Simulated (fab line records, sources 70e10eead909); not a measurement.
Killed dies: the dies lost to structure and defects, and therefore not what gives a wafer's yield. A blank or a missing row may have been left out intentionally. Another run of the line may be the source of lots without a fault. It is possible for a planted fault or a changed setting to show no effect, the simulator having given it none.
Which tool is to blame? -- flow nandHarc -- 22 lots, 66 wafers sampled, at 4 steps of a route of 1302

## WHAT THE GAUGES SHOWED, per wafer
NHARC_P_M0_CD_MEAS_09 targets a cd of 90 nm. Usual: cdNm reads 89.9 nm (standard deviation 1.1).
lot,measured,on,cdNm (nm),flag
L074,day 5 22:46,cdSem-02,90.5 91.2 90.1,
L075,day 6 06:23,cdSem-01,91.0 89.4 89.6,
L076,day 6 22:54,cdSem-03,88.2 88.7 89.7,
L077,day 7 04:55,cdSem-03,91.0 90.7 91.5,
L079,day 8 03:31,cdSem-03,88.8 88.0 88.5,
L078,day 8 04:08,cdSem-03,88.8 88.3 90.5,
L080,day 8 22:04,cdSem-01,91.2 90.5 90.4,
L081,day 9 08:55,cdSem-01,90.5 91.0 90.8,
L082,day 9 09:28,cdSem-03,89.3 89.0 88.3,
L083,day 10 04:10,cdSem-01,89.7 87.9 89.1,
L085,day 10 17:52,cdSem-02,89.4 88.8 89.1,
L086,day 11 00:40,cdSem-01,88.1 87.2 88.3,
L087,day 11 06:35,cdSem-01,90.5 89.5 89.6,
L088,day 12 01:21,cdSem-02,90.3 92.1 90.3,
L089,day 12 04:46,cdSem-01,91.1 90.6 91.2,
L090,day 13 01:23,cdSem-03,88.6 90.0 88.8,
L092,day 13 19:44,cdSem-01,89.9 89.3 90.1,
L093,day 13 20:02,cdSem-03,91.5 91.7 93.0,
L094,day 14 10:16,cdSem-01,90.7 91.7 91.6,
L095,day 15 05:44,cdSem-02,90.6 88.6 89.2,
L096,day 15 17:06,cdSem-01,90.1 90.5 92.5,
L097,day 15 20:10,cdSem-02,89.2 88.6 89.1,

## TOOL THAT RAN EACH LOT (tool first, then ch and the chambers of the sampled wafers, then the start)
lot,NHARC_P_GATE_DESCUM_93,NHARC_P_CONTACT_ETCH_35,NHARC_P_CONTACT_DEGAS_38
L074,"rieDiel-10 ch 1,3, day 5 14:20","rieDiel-01 ch 0,1,3, day 5 18:59","pvdSputter-03, day 5 20:31"
L075,"rieDiel-10 ch 0,1, day 5 21:50","rieDiel-05 ch 1,3, day 6 02:30","pvdSputter-03, day 6 03:59"
L076,"rieDiel-10 ch 1,2, day 6 14:11","rieDiel-05 ch 1,2, day 6 18:58","pvdSputter-03, day 6 20:30"
L077,"rieDiel-08 ch 1,3, day 6 20:16","rieDiel-12 ch 0,2, day 7 01:02","pvdSputter-02, day 7 02:32"
L079,"rieDiel-08 ch 0,1,2, day 7 18:49","rieDiel-05 ch 0,1,2, day 7 23:35","pvdSputter-01, day 8 01:05"
L078,"rieDiel-07 ch 0,1,3, day 7 19:15","rieDiel-12 ch 0,1,2, day 8 00:04","pvdSputter-03, day 8 01:34"
L080,"rieDiel-08 ch 1,3, day 8 13:21","rieDiel-01 ch 0,1,2, day 8 18:08","pvdSputter-03, day 8 19:39"
L081,"rieDiel-07 ch 0,3, day 9 00:10","rieDiel-12 ch 0,2, day 9 05:01","pvdSputter-02, day 9 06:32"
L082,"rieDiel-10 ch 0,2, day 9 00:38","rieDiel-05 ch 0,1,2, day 9 05:26","pvdSputter-01, day 9 06:56"
L083,"rieDiel-10 ch 1,2,3, day 9 19:19","rieDiel-12 ch 0,1,3, day 10 00:16","pvdSputter-03, day 10 01:46"
L085,"rieDiel-08 ch 0,1,3, day 10 09:10","rieDiel-12 ch 2,3, day 10 13:58","pvdSputter-03, day 10 15:29"
L086,"rieDiel-10 ch 2,3, day 10 15:17","rieDiel-01 ch 1,2, day 10 20:15","pvdSputter-03, day 10 22:14"
L087,"rieDiel-07 ch 0,1, day 10 21:58","rieDiel-12 ch 0,2,3, day 11 02:39","pvdSputter-03, day 11 04:08"
L088,"rieDiel-07 ch 1,3, day 11 16:29","rieDiel-12 ch 2,3, day 11 21:34","pvdSputter-03, day 11 23:04"
L089,"rieDiel-10 ch 0,1,2, day 11 19:47","rieDiel-12 ch 0,2, day 12 00:34","pvdSputter-03, day 12 02:12"
L090,"rieDiel-08 ch 1,2,3, day 12 16:41","rieDiel-12 ch 0,1, day 12 21:26","pvdSputter-03, day 12 23:00"
L092,"rieDiel-10 ch 0,1,2, day 13 11:02","rieDiel-05 ch 0,1,2, day 13 15:50","pvdSputter-03, day 13 17:20"
L093,"rieDiel-10 ch 0,1, day 13 11:20","rieDiel-12 ch 0,2,3, day 13 16:08","pvdSputter-01, day 13 17:38"
L094,"rieDiel-07 ch 1,3, day 14 01:44","rieDiel-12 ch 1,2, day 14 06:22","pvdSputter-03, day 14 07:52"
L095,"rieDiel-07 ch 2,3, day 14 20:41","rieDiel-01 ch 1,2,3, day 15 01:52","pvdSputter-01, day 15 03:22"
L096,"rieDiel-08 ch 1,2, day 15 07:54","rieDiel-05 ch 1,2, day 15 13:03","pvdSputter-01, day 15 14:41"
L097,"rieDiel-08 ch 1,2,3, day 15 10:53","rieDiel-05 ch 0,1,2, day 15 16:08","pvdSputter-02, day 15 17:46"
- NHARC_P_GATE_DESCUM_93: chemistry O2, time 3 s.
- NHARC_P_CONTACT_ETCH_35: etches the open film in CF4, target depth 39 nm, time 65 s.
- NHARC_P_CONTACT_DEGAS_38: time 60 s.

## WHAT THE TOOLS THEMSELVES READ (means of the sampled wafers that have a number; where no wafer has one, the mark that the record gives instead)
NHARC_P_GATE_DESCUM_93. Usual: drypumpMotorCurrentA 5.9 A, standard deviation 0.35; oesProductAu 1.004 a.u., standard deviation 0.011; rfVppV 57.4 V, standard deviation 0.85; showerheadPlenumPTorr 1.84 Torr, standard deviation 0.067; throttleValvePct 11.311 %, standard deviation 0.0097.
lot,tool,drypumpMotorCurrentA (A),oesProductAu (a.u.),rfVppV (V),showerheadPlenumPTorr (Torr),throttleValvePct (%),flag
L074,rieDiel-10,6.2,0.998,56.8,1.79,11.312,
L075,rieDiel-10,6.3,1.014,56.9,1.81,11.311,
L076,rieDiel-10,6.2,1.000,57.4,1.79,11.316,
L077,rieDiel-08,5.4,1.003,57.9,1.89,11.308,
L079,rieDiel-08,5.7,0.999,57.8,1.85,11.314,
L078,rieDiel-07,5.9,1.002,57.7,1.93,11.325,
L080,rieDiel-08,5.4,1.012,57.3,1.89,11.304,
L081,rieDiel-07,5.7,0.992,58.0,1.94,11.312,
L082,rieDiel-10,5.9,1.014,57.5,1.82,11.317,
L083,rieDiel-10,6.2,1.001,57.1,1.79,11.316,
L085,rieDiel-08,5.6,1.004,57.3,1.85,11.313,
L086,rieDiel-10,6.0,0.993,56.6,1.79,11.311,
L087,rieDiel-07,6.1,0.990,57.9,1.92,11.303,
L088,rieDiel-07,5.6,1.003,57.1,1.92,11.299,
L089,rieDiel-10,6.1,1.004,57.4,1.82,11.312,
L090,rieDiel-08,5.5,1.006,58.1,1.85,11.304,
L092,rieDiel-10,6.1,1.002,56.9,1.81,11.310,
L093,rieDiel-10,6.1,1.012,56.8,1.85,11.313,
L094,rieDiel-07,5.8,1.006,57.4,1.91,11.314,
L095,rieDiel-07,5.4,0.999,57.8,1.91,11.313,
L096,rieDiel-08,5.6,1.009,58.0,1.85,11.306,
L097,rieDiel-08,5.5,1.003,57.6,1.84,11.313,

NHARC_P_CONTACT_ETCH_35. Usual: biasW 100.0 W, standard deviation 0.32; drypumpMotorCurrentA 5.8 A, standard deviation 0.34; oesProductAu 1.001 a.u., standard deviation 0.013; rfVppV 151.7 V, standard deviation 1.1; showerheadPlenumPTorr 1.80 Torr, standard deviation 0.054; throttleValvePct 13.283 %, standard deviation 0.0088.
lot,tool,biasW (W),drypumpMotorCurrentA (A),oesProductAu (a.u.),rfVppV (V),showerheadPlenumPTorr (Torr),throttleValvePct (%),flag
L074,rieDiel-01,100.1,5.8,1.008,151.1,1.80,13.282,
L075,rieDiel-05,100.1,6.2,1.015,151.2,1.82,13.289,
L076,rieDiel-05,99.5,5.7,1.003,151.2,1.82,13.281,
L077,rieDiel-12,99.9,5.9,1.006,152.0,1.81,13.284,
L079,rieDiel-05,100.1,5.8,1.004,152.2,1.81,13.274,
L078,rieDiel-12,99.9,5.9,1.005,151.9,1.82,13.298,
L080,rieDiel-01,100.0,5.6,0.994,151.5,1.75,13.277,
L081,rieDiel-12,100.1,5.9,1.006,152.6,1.81,13.280,
L082,rieDiel-05,99.9,5.7,0.988,152.2,1.81,13.282,
L083,rieDiel-12,100.5,5.8,0.997,152.3,1.80,13.278,
L085,rieDiel-12,99.7,5.7,1.004,151.2,1.81,13.275,
L086,rieDiel-01,100.0,5.9,0.987,150.8,1.71,13.282,
L087,rieDiel-12,100.3,5.8,1.015,153.0,1.79,13.283,
L088,rieDiel-12,99.8,5.8,1.015,151.9,1.82,13.290,
L089,rieDiel-12,99.8,5.9,1.011,150.7,1.77,13.287,
L090,rieDiel-12,99.8,5.9,0.997,151.2,1.78,13.297,
L092,rieDiel-05,99.9,5.8,0.994,151.8,1.80,13.280,
L093,rieDiel-12,100.0,5.8,1.008,151.9,1.79,13.276,
L094,rieDiel-12,99.9,5.8,1.005,152.7,1.86,13.287,
L095,rieDiel-01,100.2,6.1,1.001,150.9,1.77,13.288,
L096,rieDiel-05,99.9,5.7,0.996,152.0,1.82,13.282,
L097,rieDiel-05,99.5,5.7,0.995,152.3,1.80,13.282,

NHARC_P_CONTACT_DEGAS_38. Usual: heaterPowerW reads 462 W (standard deviation 51).
lot,tool,heaterPowerW (W),flag
L074,pvdSputter-03,469,
L075,pvdSputter-03,452,
L076,pvdSputter-03,447,
L077,pvdSputter-02,465,
L079,pvdSputter-01,457,
L078,pvdSputter-03,431,
L080,pvdSputter-03,440,
L081,pvdSputter-02,458,
L082,pvdSputter-01,468,
L083,pvdSputter-03,492,
L085,pvdSputter-03,464,
L086,pvdSputter-03,466,
L087,pvdSputter-03,498,
L088,pvdSputter-03,498,
L089,pvdSputter-03,431,
L090,pvdSputter-03,436,
L092,pvdSputter-03,462,
L093,pvdSputter-01,447,
L094,pvdSputter-03,496,
L095,pvdSputter-01,475,
L096,pvdSputter-01,452,
L097,pvdSputter-02,468,

## THE ANSWER, worked out from the rows above alone
Rule: a lot counts as off when the mean over its wafers that have a number is more than 3 standard deviations away from the usual mean. Also off: a lot with no number at a reading for which 4 or more lots have one. Where the step has rows for the other lots, those lots are counted as sound. After the gauges, taken in route order, come the tools' own readings; for these a lot's mean is taken, as printed above. The first step at which some lot is off is used, and at that step the reading that is off furthest; a lot without a number counts as furthest.
Nothing can be told from this: no lot is off at any reading shown.

## WHAT THE SIMULATOR HAD PUT IN
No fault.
